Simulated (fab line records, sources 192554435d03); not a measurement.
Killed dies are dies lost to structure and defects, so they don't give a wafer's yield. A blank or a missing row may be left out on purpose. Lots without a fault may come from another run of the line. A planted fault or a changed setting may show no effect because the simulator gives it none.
A struck lot beside a sound one | flow n5_finfet | 15 steps out of a route of 1938
Sound: wafers L665.1, L665.3, L665.6. Struck: wafer L666.1. (L666.3, L666.6 of the same lot were not struck and are left out.) The cause comes at the end.
At each step with rows: each side's tool, then ch and its chambers, then its first start. Under that, the readings that differ: sound wafers | struck wafers | difference of the means | sigmas: that difference in standard deviations of wafers without a fault.
alike: readings whose means differ by less than 2 such deviations, and words and numbers that are the same on both sides. not compared: withheld readings, readings that some wafer has no value for, bounds like >300 that may hide the same value, and numbers for which the record gives no deviation and whose values overlap.
The two part at a step that has a row with sigmas, a row that says differs or no value, or rows on one side only. Numbers that don't overlap but have no deviation are shown without sigmas and don't part them. A reading that every wafer of one side lacks parts them only if that side has two wafers or more.

first, 8 steps without rows for these wafers: N5_BEOL_M10_COAT_63 (time 60 s, resist thk 100 nm); N5_BEOL_M10_COAT_64 (time 60 s, resist thk 30 nm); N5_BEOL_M10_COAT_22 (resist thk 90 nm); N5_BEOL_M10_EBR_24; N5_BEOL_M10_SOFTBAKE_23 (time 60 s); N5_BEOL_M10_EXPOSE_25 (exposes mask V9); N5_BEOL_M10_PEB_26 (peb time 60 s); N5_BEOL_M10_DEVELOP_27 (develop time 30 s).
N5_BEOL_M10_CD_MEAS_28: target cd 70 nm.
  sound on cd_sem-02 ch 0, day 12 07:56; struck on cd_sem-01 ch 0, day 13 10:30
  alike: cd_nm
N5_BEOL_M10_OVL_MEAS_29:
  sound on overlay-02 ch 0, day 12 07:58; struck on overlay-01 ch 0, day 13 10:32
  alike: V9_OVL
N5_BEOL_M10_INSPECT_30: inspects for defects (brightfield).
  sound on defect_inspect-01, day 12 07:59; struck on defect_inspect-01, day 13 10:33
  alike: raw_defect_count
N5_BEOL_M10_DESCUM_33: chemistry O2, time 7.9 s.
  sound on rie_diel-02 ch 0,1,2, day 12 08:01; struck on rie_diel-02 ch 2, day 13 10:35
  alike: drypump_motor_current_A, oes_product_au, rf_fwd_power_W, rf_vpp_V, showerhead_plenum_p_Torr, throttle_valve_pct
  not compared: rf_hours_counter_h
N5_BEOL_M10_ETCH_65: etches SiARC in CF4, target depth 39 nm, time 65 s.
  sound on rie_diel-02 ch 0,1,2, day 12 08:03; struck on rie_diel-02 ch 2, day 13 10:37
  reading               | sound             | struck | difference | sigmas
  etch_rf_on_time_s (s) | 65.7 68.4 65.5    | 44.4   | -22.1      | -13
  oes_product_au (a.u.) | 0.71 0.73 0.69    | 0.87   | +0.16      | +3
  rf_fwd_power_W (W)    | 539.3 539.2 535.7 | 530.1  | -8.0       | -4
  alike: drypump_motor_current_A, rf_vpp_V, showerhead_plenum_p_Torr, throttle_valve_pct
  not compared: rf_hours_counter_h
N5_BEOL_M10_ETCH_66: etches SOC in N2/H2, target depth 120 nm, overetch 24 nm, time 180 s.
  sound on rie_diel-02 ch 0,1,2, day 12 08:06; struck on rie_diel-02 ch 2, day 13 10:40
  alike: drypump_motor_current_A, oes_product_au, rf_fwd_power_W, rf_vpp_V, showerhead_plenum_p_Torr, throttle_valve_pct
  not compared: rf_hours_counter_h
then, 1 step without rows for these wafers: N5_PASSIVATION_PROBE_49.

WHERE THEY PART
Only at N5_BEOL_M10_ETCH_65, within this record. Later steps at which nothing parts them and some readings are alike: N5_BEOL_M10_ETCH_66.

WHY: what the simulator had put in
Process parameter drift: rie_diel-02, from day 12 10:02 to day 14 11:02, at N5_BEOL_M10_ETCH_65. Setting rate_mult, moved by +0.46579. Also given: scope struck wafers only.
